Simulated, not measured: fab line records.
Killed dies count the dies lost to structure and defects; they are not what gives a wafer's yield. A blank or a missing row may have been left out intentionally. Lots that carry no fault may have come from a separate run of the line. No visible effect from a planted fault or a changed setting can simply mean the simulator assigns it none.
The tool behind it: which one? || flow n5-finfet || 11 lots with 33 wafers sampled at 4 steps, on a route of 1938 steps

## WHAT EACH GAUGE READ, for each wafer
N5_BEOL_M7_CD_MEAS_11: target cd 38.5 nm.
{"lot": "L846", "measured": "day 10 04:08", "on": "cd-sem-03", "cd-nm (nm)": "38.7 37.8 38.7"}
{"lot": "L849", "measured": "day 11 08:05", "on": "cd-sem-02", "cd-nm (nm)": "39.1 38.3 38.6"}
{"lot": "L852", "measured": "day 11 17:06", "on": "cd-sem-02", "cd-nm (nm)": "38.1 37.8 39.1"}
{"lot": "L850", "measured": "day 12 07:23", "on": "cd-sem-03", "cd-nm (nm)": "38.3 38.9 38.8"}
{"lot": "L855", "measured": "day 12 11:57", "on": "cd-sem-03", "cd-nm (nm)": "38.5 38.2 38.5"}
{"lot": "L859", "measured": "day 14 05:05", "on": "cd-sem-02", "cd-nm (nm)": "38.7 38.6 38.4"}
{"lot": "L862", "measured": "day 14 22:15", "on": "cd-sem-03", "cd-nm (nm)": "42.7 42.7 41.8"}
{"lot": "L860", "measured": "day 14 22:52", "on": "cd-sem-01", "cd-nm (nm)": "38.3 38.8 38.4"}
{"lot": "L863", "measured": "day 15 01:17", "on": "cd-sem-03", "cd-nm (nm)": "38.4 39.0 39.1"}
{"lot": "L866", "measured": "day 16 06:34", "on": "cd-sem-02", "cd-nm (nm)": "41.2 41.0 41.2"}
{"lot": "L867", "measured": "day 16 09:53", "on": "cd-sem-01", "cd-nm (nm)": "39.4 39.2 39.4"}

## TOOL THAT RAN EACH LOT (tool first, then ch and the chambers of the sampled wafers, then the start)
{"lot": "L846", "N5_BEOL_M6_PRE_CLEAN_45": "pvd-sputter-03, day 9 20:43", "N5_BEOL_M6_SURFACE_TREAT_79": "pvd-sputter-03, day 9 21:05", "N5_BEOL_M7_EXPOSE_08": "arfi-scanner-01 ch 0, day 10 04:01"}
{"lot": "L849", "N5_BEOL_M6_PRE_CLEAN_45": "pvd-sputter-02, day 10 21:48", "N5_BEOL_M6_SURFACE_TREAT_79": "pvd-sputter-02, day 10 22:12", "N5_BEOL_M7_EXPOSE_08": "arfi-scanner-01 ch 0, day 11 07:58"}
{"lot": "L852", "N5_BEOL_M6_PRE_CLEAN_45": "pvd-sputter-02, day 11 12:33", "N5_BEOL_M6_SURFACE_TREAT_79": "pvd-sputter-03, day 11 13:16", "N5_BEOL_M7_EXPOSE_08": "arfi-scanner-02 ch 0, day 11 16:59"}
{"lot": "L850", "N5_BEOL_M6_PRE_CLEAN_45": "pvd-sputter-02, day 12 02:08", "N5_BEOL_M6_SURFACE_TREAT_79": "pvd-sputter-02, day 12 02:31", "N5_BEOL_M7_EXPOSE_08": "arfi-scanner-02 ch 0, day 12 07:15"}
{"lot": "L855", "N5_BEOL_M6_PRE_CLEAN_45": "pvd-sputter-01, day 12 07:25", "N5_BEOL_M6_SURFACE_TREAT_79": "pvd-sputter-01, day 12 07:49", "N5_BEOL_M7_EXPOSE_08": "arfi-scanner-03 ch 0, day 12 11:50"}
{"lot": "L859", "N5_BEOL_M6_PRE_CLEAN_45": "pvd-sputter-01, day 13 23:34", "N5_BEOL_M6_SURFACE_TREAT_79": "pvd-sputter-03, day 14 00:07", "N5_BEOL_M7_EXPOSE_08": "arfi-scanner-01 ch 0, day 14 04:58"}
{"lot": "L862", "N5_BEOL_M6_PRE_CLEAN_45": "pvd-sputter-01, day 14 19:11", "N5_BEOL_M6_SURFACE_TREAT_79": "pvd-sputter-01, day 14 19:32", "N5_BEOL_M7_EXPOSE_08": "arfi-scanner-01 ch 0, day 14 22:08"}
{"lot": "L860", "N5_BEOL_M6_PRE_CLEAN_45": "pvd-sputter-03, day 14 19:48", "N5_BEOL_M6_SURFACE_TREAT_79": "pvd-sputter-03, day 14 20:23", "N5_BEOL_M7_EXPOSE_08": "arfi-scanner-03 ch 0, day 14 22:45"}
{"lot": "L863", "N5_BEOL_M6_PRE_CLEAN_45": "pvd-sputter-02, day 14 21:20", "N5_BEOL_M6_SURFACE_TREAT_79": "pvd-sputter-01, day 14 21:50", "N5_BEOL_M7_EXPOSE_08": "arfi-scanner-03 ch 0, day 15 01:09"}
{"lot": "L866", "N5_BEOL_M6_PRE_CLEAN_45": "pvd-sputter-03, day 16 02:27", "N5_BEOL_M6_SURFACE_TREAT_79": "pvd-sputter-03, day 16 02:57", "N5_BEOL_M7_EXPOSE_08": "arfi-scanner-01 ch 0, day 16 06:26"}
{"lot": "L867", "N5_BEOL_M6_PRE_CLEAN_45": "pvd-sputter-03, day 16 05:32", "N5_BEOL_M6_SURFACE_TREAT_79": "pvd-sputter-03, day 16 05:58", "N5_BEOL_M7_EXPOSE_08": "arfi-scanner-02 ch 0, day 16 09:46"}
- N5_BEOL_M6_PRE_CLEAN_45: time 30 s.
- N5_BEOL_M6_SURFACE_TREAT_79
- N5_BEOL_M7_EXPOSE_08: exposes mask M7.

## THE ANSWER, worked out from the rows above alone
Rule: what is usual is taken from the lots themselves. The widest of any qualifying gaps counts: lots, ordered by their means at a reading, are off when they make up no more than a third of the lots, leave a main group of 4 or more, and stand apart from it by 3 or more times the standard deviation of that group's means. A main group is skipped when, at the precision printed for the reading in the tables above, its means are all equal. Also off: a lot with no number at a reading for which 4 or more lots have one. Where the step has rows for the other lots, those lots are counted as sound.
Off, at N5_BEOL_M7_CD_MEAS_11 on cd-nm: L862, L866. For the main group the mean is 38.6 nm and the standard deviation 0.29.
A tool fits if, at a process step before that reading, it ran every lot that is off, and no sound lot after the first of them. The gauges at N5_BEOL_M7_CD_MEAS_11 are tried like those tools. One fits: arfi-scanner-01 at N5_BEOL_M7_EXPOSE_08. Its last sound lot is L859 (day 14 04:58), its first lot that is off L862 (day 14 22:08): a fault that began between those two fits.

## WHAT THE SIMULATOR HAD INSERTED
Process parameter drift: arfi-scanner-01, from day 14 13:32 on, at N5_BEOL_M7_EXPOSE_08. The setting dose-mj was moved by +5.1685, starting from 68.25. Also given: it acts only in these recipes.
Struck lots among those shown: L862, L866. The rule above found the same.
